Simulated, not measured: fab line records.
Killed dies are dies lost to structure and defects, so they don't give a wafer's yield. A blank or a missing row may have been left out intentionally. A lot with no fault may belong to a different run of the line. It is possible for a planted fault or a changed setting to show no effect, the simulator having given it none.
Comparing a struck lot with a sound one ; flow n5_finfet ; 14 steps out of a route of 1938
Sound: the wafers L535.1, L535.2, L535.4. Struck: wafer L542.5. (L542.4 of the same lot was not struck and is left out.) The cause comes at the end.
Each step with rows lists, per side, the tool, then ch with its chambers, then its first start. Under that, the readings that differ: sound wafers ; struck wafers ; difference of the means ; sigmas: that difference in standard deviations of wafers without a fault.
alike: a reading whose means differ by less than 2 such deviations, as well as words and numbers matching on both sides. not compared: withheld readings; readings where some wafer has no value; bounds like >300 that might hide an equal value; numbers whose values overlap and for which the record gives no deviation.
Wherever a step has rows on one side only, a row that says differs or no value, or a row with sigmas, the two part there. Non-overlapping numbers with no deviation appear without sigmas and do not part them. A reading that every wafer of one side lacks parts them only if that side has two wafers or more.

first, 7 steps without rows for these wafers: N5_BEOL_M5_COAT_71 (time 60 s, resist thk 5 nm); N5_BEOL_M5_COAT_05 (resist thk 30 nm); N5_BEOL_M5_EBR_07; N5_BEOL_M5_SOFTBAKE_06 (time 60 s); N5_BEOL_M5_EXPOSE_08 (exposes mask M5, target cd 28 nm); N5_BEOL_M5_PEB_09 (peb time 60 s); N5_BEOL_M5_DEVELOP_10 (develop time 30 s).
N5_BEOL_M5_CD_MEAS_11: the cd target is 27.74 nm.
  sound on cd_sem-03 ch 0, day 9 04:01; struck on cd_sem-01 ch 0, day 10 07:20
  alike: cd_nm
N5_BEOL_M5_OVL_MEAS_12:
  sound on overlay-02 ch 0, day 9 04:03; struck on overlay-01 ch 0, day 10 07:22
reading;sound;struck;difference;sigmas
M5_OVL (nm);-0.1 -1.1 -0.4;1.3;+1.8;+3
N5_BEOL_M5_INSPECT_13: inspects for defects (brightfield).
  struck on defect_inspect-01, day 10 07:25; sound on defect_inspect-01, day 9 04:07
  alike: raw_defect_count
N5_BEOL_M5_DESCUM_16: chemistry O2, time 7 s.
  sound on rie_diel-05 ch 0,1,3, day 9 04:19; struck on rie_diel-05 ch 0, day 10 07:27
  alike: drypump_motor_current_A, oes_product_au, rf_vpp_V, showerhead_plenum_p_Torr, throttle_valve_pct
  not compared: rf_hours_counter_h
N5_BEOL_M5_ETCH_72: etches underlayer in N2/H2, target depth 6.5 nm, time 5.2 s.
  sound on rie_diel-05 ch 0,1,3, day 9 04:22; struck on rie_diel-05 ch 0, day 10 07:29
  alike: drypump_motor_current_A, etch_rf_on_time_s, oes_product_au, rf_vpp_V, showerhead_plenum_p_Torr, throttle_valve_pct
  not compared: rf_hours_counter_h
N5_BEOL_M5_ETCH_61: etches SiARC in CF4, target depth 15.6 nm, time 26 s.
  sound on rie_diel-05 ch 0,1,3, day 9 04:23; struck on rie_diel-05 ch 0, day 10 07:30
reading;sound;struck;difference;sigmas
etch_rf_on_time_s (s);26.5 25.6 25.2;37.0;+11.2;+22
  alike: cf4_flow_sccm, drypump_motor_current_A, oes_product_au, rf_vpp_V, showerhead_plenum_p_Torr, throttle_valve_pct
  not compared: rf_hours_counter_h
N5_BEOL_M5_ETCH_62: etches SOC in N2/H2, target depth 75 nm, overetch 15 nm, time 112.5 s.
  sound on rie_diel-05 ch 0,1,3, day 9 04:24; struck on rie_diel-05 ch 0, day 10 07:32
  alike: drypump_motor_current_A, oes_product_au, rf_vpp_V, showerhead_plenum_p_Torr, throttle_valve_pct
  not compared: rf_hours_counter_h

## WHERE THEY PART
Earliest at N5_BEOL_M5_OVL_MEAS_12; latest, in this record, at N5_BEOL_M5_ETCH_61. Later steps at which nothing parts them and some readings are alike: N5_BEOL_M5_ETCH_62.

WHY: whatever the simulator had introduced
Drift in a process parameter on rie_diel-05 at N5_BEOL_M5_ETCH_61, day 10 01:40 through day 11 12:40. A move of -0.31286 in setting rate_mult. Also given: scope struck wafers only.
